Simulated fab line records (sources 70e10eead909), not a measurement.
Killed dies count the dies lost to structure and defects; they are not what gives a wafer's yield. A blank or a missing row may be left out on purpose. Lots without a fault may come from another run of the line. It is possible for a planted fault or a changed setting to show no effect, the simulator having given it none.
Which tool was responsible? :: flow nandHarc :: 10 lots, 30 wafers sampled, at 6 steps of a route of 1159

## WHAT THE GAUGES READ, wafer by wafer
NHARC_A_M0_CD_MEAS_09: target cd 80 nm. Usual: cdNm 80.3 nm, standard deviation 0.71.
lot: L565
measured: day 18 05:44
on: cdSem-03
cdNm (nm): 80.1 80.5 80.3
flag: 

lot: L567
measured: day 18 14:17
on: cdSem-02
cdNm (nm): 80.4 80.5 80.1
flag: 

lot: L569
measured: day 18 21:08
on: cdSem-03
cdNm (nm): 81.4 82.3 81.3
flag: 

lot: L568
measured: day 19 12:53
on: cdSem-02
cdNm (nm): 81.7 80.0 80.3
flag: 

lot: L572
measured: day 19 13:19
on: cdSem-02
cdNm (nm): 80.3 81.8 81.0
flag: 

lot: L571
measured: day 19 23:43
on: cdSem-03
cdNm (nm): 99.4 100.6 100.1
flag: OFF

lot: L570
measured: day 20 03:38
on: cdSem-03
cdNm (nm): 97.5 97.0 95.9
flag: OFF

lot: L577
measured: day 20 13:42
on: cdSem-01
cdNm (nm): 79.8 79.0 78.9
flag: 

lot: L584
measured: day 22 00:28
on: cdSem-03
cdNm (nm): 80.0 80.8 80.2
flag: 

lot: L586
measured: day 22 19:43
on: cdSem-03
cdNm (nm): 80.5 79.9 80.0
flag: 

NHARC_END_SORT_01. Usual: defectLimitedYield 95.2 %, standard deviation 1.3; killedAtArray 29, standard deviation 9.4; killedAtOther 0.7, standard deviation 1.3; killedAtPeriphery 2.9, standard deviation 2.1; killedDies 32, standard deviation 9; killedOpen 3.3, standard deviation 1.8; killedShort 1.9, standard deviation 1.4; sort_bin_2_pct 1.4 %, standard deviation 0.53; sort_bin_3_pct 0.28 %, standard deviation 0.21; sort_bin_4_pct 3.1 %, standard deviation 0.91; sortNPass 645, standard deviation 9; sortRimYieldPct 97.4 %, standard deviation 1.7; sortYieldPct 95.2 %, standard deviation 1.3.
lot: L571
measured: day 22 00:02
on: prober-02
defectLimitedYield (%): 96.0
killedAtArray: 21
killedAtOther: 0
killedAtPeriphery: 6
killedDies: 27
killedOpen: 6
killedShort: 4
sort_bin_2_pct (%): 0.7
sort_bin_3_pct (%): 0.30
sort_bin_4_pct (%): 3.0
sortNPass: 650
sortRimYieldPct (%): 95.3
sortYieldPct (%): 96.0
flag: 

lot: L570
measured: day 21 19:29
on: prober-01
defectLimitedYield (%): 96.5
killedAtArray: 21
killedAtOther: 2
killedAtPeriphery: 1
killedDies: 24
killedOpen: 2
killedShort: 2
sort_bin_2_pct (%): 1.0
sort_bin_3_pct (%): 0.30
sort_bin_4_pct (%): 2.2
sortNPass: 653
sortRimYieldPct (%): 98.1
sortYieldPct (%): 96.5
flag: 

## WHICH TOOL RAN EACH LOT (tool, then ch and the chambers of the sampled wafers, then the start)
lot: L565
NHARC_A_BLC_ETCH_16: rieDiel-08 ch 1,3, day 17 14:15
NHARC_A_BLC_ALD_23: aldMetal-03 ch 0,3, day 17 16:08
NHARC_A_M0_EXPOSE_06: arfiScanner-01 ch 0, day 18 05:36
NHARC_A_M0_DESCUM_14: rieDiel-05 ch 1,3, day 18 05:56

lot: L567
NHARC_A_BLC_ETCH_16: rieDiel-11 ch 1,2, day 18 10:29
NHARC_A_BLC_ALD_23: aldMetal-03 ch 0,2, day 18 12:14
NHARC_A_M0_EXPOSE_06: arfiScanner-02 ch 0, day 18 14:08
NHARC_A_M0_DESCUM_14: rieDiel-07 ch 1,2,3, day 18 14:28

lot: L569
NHARC_A_BLC_ETCH_16: rieDiel-01 ch 0,1, day 18 15:26
NHARC_A_BLC_ALD_23: aldMetal-02 ch 0,2, day 18 17:10
NHARC_A_M0_EXPOSE_06: arfiScanner-01 ch 0, day 18 20:59
NHARC_A_M0_DESCUM_14: rieDiel-05 ch 0,2, day 18 21:19

lot: L568
NHARC_A_BLC_ETCH_16: rieDiel-11 ch 1,2,3, day 19 01:20
NHARC_A_BLC_ALD_23: aldMetal-02 ch 0,1,3, day 19 03:18
NHARC_A_M0_EXPOSE_06: arfiScanner-01 ch 0, day 19 12:44
NHARC_A_M0_DESCUM_14: rieDiel-06 ch 0,3, day 19 13:04

lot: L572
NHARC_A_BLC_ETCH_16: rieDiel-01 ch 0,2, day 19 02:47
NHARC_A_BLC_ALD_23: aldMetal-01 ch 1,2, day 19 04:35
NHARC_A_M0_EXPOSE_06: arfiScanner-03 ch 0, day 19 13:11
NHARC_A_M0_DESCUM_14: rieDiel-06 ch 0,2,3, day 19 13:31

lot: L571
NHARC_A_BLC_ETCH_16: rieDiel-01 ch 0,2,3, day 19 17:01
NHARC_A_BLC_ALD_23: aldMetal-03 ch 2,3, day 19 18:44
NHARC_A_M0_EXPOSE_06: arfiScanner-02 ch 0, day 19 23:35
NHARC_A_M0_DESCUM_14: rieDiel-06 ch 0,2, day 19 23:56

lot: L570
NHARC_A_BLC_ETCH_16: rieDiel-11 ch 0,1, day 19 21:11
NHARC_A_BLC_ALD_23: aldMetal-02 ch 1,2,3, day 19 22:59
NHARC_A_M0_EXPOSE_06: arfiScanner-02 ch 0, day 20 03:29
NHARC_A_M0_DESCUM_14: rieDiel-05 ch 0,1,2, day 20 03:49

lot: L577
NHARC_A_BLC_ETCH_16: rieDiel-01 ch 0,1, day 20 04:20
NHARC_A_BLC_ALD_23: aldMetal-02 ch 1,2,3, day 20 06:16
NHARC_A_M0_EXPOSE_06: arfiScanner-03 ch 0, day 20 13:34
NHARC_A_M0_DESCUM_14: rieDiel-05 ch 0,1,3, day 20 13:54

lot: L584
NHARC_A_BLC_ETCH_16: rieDiel-11 ch 0,2, day 21 19:31
NHARC_A_BLC_ALD_23: aldMetal-02 ch 0,2,3, day 21 21:17
NHARC_A_M0_EXPOSE_06: arfiScanner-03 ch 0, day 22 00:19
NHARC_A_M0_DESCUM_14: rieDiel-05 ch 0,1, day 22 00:40

lot: L586
NHARC_A_BLC_ETCH_16: rieDiel-01 ch 0,1, day 22 13:36
NHARC_A_BLC_ALD_23: aldMetal-02 ch 0,1,3, day 22 15:20
NHARC_A_M0_EXPOSE_06: arfiScanner-03 ch 0, day 22 19:35
NHARC_A_M0_DESCUM_14: rieDiel-07 ch 0,2, day 22 19:56
- NHARC_A_BLC_ETCH_16: etches the open film in CF4, target depth 39 nm, time 65 s.
- NHARC_A_BLC_ALD_23: deposits TiN, target thk 3 nm, pulse time 1 s, ald cycles 150.
- NHARC_A_M0_EXPOSE_06: exposes mask A M0, target cd 80 nm.
- NHARC_A_M0_DESCUM_14: chemistry O2, time 3 s.

## AS READ BY THE TOOLS THEMSELVES (means over the sampled wafers that have a number; for cases with no such wafer, the mark the record gives instead)
NHARC_A_BLC_ETCH_16. Usual: drypumpMotorCurrentA 5.7 A, standard deviation 0.46; oesProductAu 0.999 a.u., standard deviation 0.0089; rfVppV 150.8 V, standard deviation 1.5; showerheadPlenumPTorr 1.74 Torr, standard deviation 0.091; throttleValvePct 13.284 %, standard deviation 0.0093.
lot: L565
tool: rieDiel-08
drypumpMotorCurrentA (A): 6.4
oesProductAu (a.u.): 0.999
rfVppV (V): 150.8
showerheadPlenumPTorr (Torr): 1.69
throttleValvePct (%): 13.276
flag: 

lot: L567
tool: rieDiel-11
drypumpMotorCurrentA (A): 5.7
oesProductAu (a.u.): 0.996
rfVppV (V): 151.0
showerheadPlenumPTorr (Torr): 1.72
throttleValvePct (%): 13.272
flag: 

lot: L569
tool: rieDiel-01
drypumpMotorCurrentA (A): 5.5
oesProductAu (a.u.): 0.991
rfVppV (V): 150.7
showerheadPlenumPTorr (Torr): 1.72
throttleValvePct (%): 13.287
flag: 

lot: L568
tool: rieDiel-11
drypumpMotorCurrentA (A): 5.4
oesProductAu (a.u.): 0.991
rfVppV (V): 151.5
showerheadPlenumPTorr (Torr): 1.80
throttleValvePct (%): 13.285
flag: 

lot: L572
tool: rieDiel-01
drypumpMotorCurrentA (A): 5.6
oesProductAu (a.u.): 1.009
rfVppV (V): 150.1
showerheadPlenumPTorr (Torr): 1.68
throttleValvePct (%): 13.276
flag: 

lot: L571
tool: rieDiel-01
drypumpMotorCurrentA (A): 5.8
oesProductAu (a.u.): 0.998
rfVppV (V): 150.0
showerheadPlenumPTorr (Torr): 1.73
throttleValvePct (%): 13.283
flag: 

lot: L570
tool: rieDiel-11
drypumpMotorCurrentA (A): 6.2
oesProductAu (a.u.): 1.007
rfVppV (V): 149.5
showerheadPlenumPTorr (Torr): 1.66
throttleValvePct (%): 13.289
flag: 

lot: L577
tool: rieDiel-01
drypumpMotorCurrentA (A): 5.5
oesProductAu (a.u.): 0.998
rfVppV (V): 150.6
showerheadPlenumPTorr (Torr): 1.72
throttleValvePct (%): 13.291
flag: 

lot: L584
tool: rieDiel-11
drypumpMotorCurrentA (A): 5.9
oesProductAu (a.u.): 1.003
rfVppV (V): 151.5
showerheadPlenumPTorr (Torr): 1.74
throttleValvePct (%): 13.284
flag: 

lot: L586
tool: rieDiel-01
drypumpMotorCurrentA (A): 5.5
oesProductAu (a.u.): 1.012
rfVppV (V): 149.8
showerheadPlenumPTorr (Torr): 1.69
throttleValvePct (%): 13.286
flag: 

NHARC_A_BLC_ALD_23. Usual: heaterPowerOuterW 675 W, standard deviation 76; heaterPowerW 1048 W, standard deviation 110; precursorPulseHeightRel 1.000, standard deviation 0.019.
lot: L565
tool: aldMetal-03
heaterPowerOuterW (W): 530
heaterPowerW (W): 833
precursorPulseHeightRel: 0.998
flag: 

lot: L567
tool: aldMetal-03
heaterPowerOuterW (W): 672
heaterPowerW (W): 1045
precursorPulseHeightRel: 1.018
flag: 

lot: L569
tool: aldMetal-02
heaterPowerOuterW (W): 642
heaterPowerW (W): 1049
precursorPulseHeightRel: 1.007
flag: 

lot: L568
tool: aldMetal-02
heaterPowerOuterW (W): 670
heaterPowerW (W): 1039
precursorPulseHeightRel: 0.997
flag: 

lot: L572
tool: aldMetal-01
heaterPowerOuterW (W): 745
heaterPowerW (W): 1094
precursorPulseHeightRel: 0.976
flag: 

lot: L571
tool: aldMetal-03
heaterPowerOuterW (W): 549
heaterPowerW (W): 887
precursorPulseHeightRel: 0.973
flag: 

lot: L570
tool: aldMetal-02
heaterPowerOuterW (W): 710
heaterPowerW (W): 1105
precursorPulseHeightRel: 0.995
flag: 

lot: L577
tool: aldMetal-02
heaterPowerOuterW (W): 717
heaterPowerW (W): 1101
precursorPulseHeightRel: 1.018
flag: 

lot: L584
tool: aldMetal-02
heaterPowerOuterW (W): 685
heaterPowerW (W): 1093
precursorPulseHeightRel: 1.014
flag: 

lot: L586
tool: aldMetal-02
heaterPowerOuterW (W): 665
heaterPowerW (W): 1044
precursorPulseHeightRel: 1.008
flag: 

NHARC_A_M0_EXPOSE_06. Usual: exposureDoseMJCm2 83.9, standard deviation 0.7; reticleTempC 22.99 C, standard deviation 0.095.
lot: L565
tool: arfiScanner-01
exposureDoseMJCm2: 83.2
reticleTempC (C): 23.00
flag: 

lot: L567
tool: arfiScanner-02
exposureDoseMJCm2: 84.5
reticleTempC (C): 22.97
flag: 

lot: L569
tool: arfiScanner-01
exposureDoseMJCm2: 83.2
reticleTempC (C): 23.05
flag: 

lot: L568
tool: arfiScanner-01
exposureDoseMJCm2: 83.2
reticleTempC (C): 23.00
flag: 

lot: L572
tool: arfiScanner-03
exposureDoseMJCm2: 83.2
reticleTempC (C): 22.93
flag: 

lot: L571
tool: arfiScanner-02
exposureDoseMJCm2: 114.7
reticleTempC (C): 22.90
flag: OFF

lot: L570
tool: arfiScanner-02
exposureDoseMJCm2: 108.8
reticleTempC (C): 22.99
flag: OFF

lot: L577
tool: arfiScanner-03
exposureDoseMJCm2: 83.1
reticleTempC (C): 23.04
flag: 

lot: L584
tool: arfiScanner-03
exposureDoseMJCm2: 83.2
reticleTempC (C): 23.03
flag: 

lot: L586
tool: arfiScanner-03
exposureDoseMJCm2: 83.2
reticleTempC (C): 22.98
flag: 

NHARC_A_M0_DESCUM_14. Usual: drypumpMotorCurrentA 5.8 A, standard deviation 0.4; oesProductAu 0.997 a.u., standard deviation 0.01; rfVppV 57.9 V, standard deviation 0.87; showerheadPlenumPTorr 1.93 Torr, standard deviation 0.048; throttleValvePct 11.311 %, standard deviation 0.0086.
lot: L565
tool: rieDiel-05
drypumpMotorCurrentA (A): 5.4
oesProductAu (a.u.): 0.997
rfVppV (V): 57.3
showerheadPlenumPTorr (Torr): 1.98
throttleValvePct (%): 11.316
flag: 

lot: L567
tool: rieDiel-07
drypumpMotorCurrentA (A): 5.5
oesProductAu (a.u.): 0.998
rfVppV (V): 58.2
showerheadPlenumPTorr (Torr): 1.99
throttleValvePct (%): 11.316
flag: 

lot: L569
tool: rieDiel-05
drypumpMotorCurrentA (A): 5.7
oesProductAu (a.u.): 0.997
rfVppV (V): 56.8
showerheadPlenumPTorr (Torr): 1.90
throttleValvePct (%): 11.304
flag: 

lot: L568
tool: rieDiel-06
drypumpMotorCurrentA (A): 6.0
oesProductAu (a.u.): 0.988
rfVppV (V): 57.6
showerheadPlenumPTorr (Torr): 1.87
throttleValvePct (%): 11.312
flag: 

lot: L572
tool: rieDiel-06
drypumpMotorCurrentA (A): 6.0
oesProductAu (a.u.): 0.994
rfVppV (V): 58.1
showerheadPlenumPTorr (Torr): 1.89
throttleValvePct (%): 11.308
flag: 

lot: L571
tool: rieDiel-06
drypumpMotorCurrentA (A): 6.0
oesProductAu (a.u.): 1.007
rfVppV (V): 57.8
showerheadPlenumPTorr (Torr): 1.91
throttleValvePct (%): 11.305
flag: 

lot: L570
tool: rieDiel-05
drypumpMotorCurrentA (A): 5.7
oesProductAu (a.u.): 0.994
rfVppV (V): 57.1
showerheadPlenumPTorr (Torr): 1.92
throttleValvePct (%): 11.312
flag: 

lot: L577
tool: rieDiel-05
drypumpMotorCurrentA (A): 5.5
oesProductAu (a.u.): 0.992
rfVppV (V): 58.5
showerheadPlenumPTorr (Torr): 1.97
throttleValvePct (%): 11.310
flag: 

lot: L584
tool: rieDiel-05
drypumpMotorCurrentA (A): 5.3
oesProductAu (a.u.): 0.999
rfVppV (V): 57.2
showerheadPlenumPTorr (Torr): 1.94
throttleValvePct (%): 11.310
flag: 

lot: L586
tool: rieDiel-07
drypumpMotorCurrentA (A): 6.2
oesProductAu (a.u.): 0.998
rfVppV (V): 58.0
showerheadPlenumPTorr (Torr): 1.93
throttleValvePct (%): 11.321
flag: 

## THE ANSWER, worked out from the rows above alone
Rule: lot off if the mean of its wafers having a number is beyond 3 standard deviations from the usual mean. A lot without any number at a reading at which 4 lots or more have one is off too. All remaining lots with rows at the step are treated as sound. After the gauges, taken in route order, come the tools' own readings; for these a lot's mean is taken, as printed above. At the first step where some lot is off, the reading lying furthest off is the one used; lots without a number count as furthest.
Off: L571, L570 (NHARC_A_M0_CD_MEAS_09, cdNm).
A tool fits if, at a process step before that reading, it ran every lot that is off, and no sound lot after the first of them. Not tried: the gauges at NHARC_A_M0_CD_MEAS_09; whatever is off there is also off at NHARC_A_M0_EXPOSE_06, on other tools, and gauge error can't account for it. One fits: arfiScanner-02 at NHARC_A_M0_EXPOSE_06. Its last sound lot is L567 (day 18 14:08), its first lot that is off L571 (day 19 23:35): a fault that began between those two fits.
The tool's own readings at NHARC_A_M0_EXPOSE_06 bear it out: on the lots that are off they differ by more than 5 times the standard deviation of the sound lots' means. exposureDoseMJCm2 reads 111.8 there against 83.3 on the sound lots.

## WHAT THE SIMULATOR HAD INSERTED
Process parameter drift: arfiScanner-02, from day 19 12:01 on, at NHARC_A_M0_EXPOSE_06. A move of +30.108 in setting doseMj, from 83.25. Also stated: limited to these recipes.
Struck lots among those shown: L571, L570. The rule given above showed the same thing.
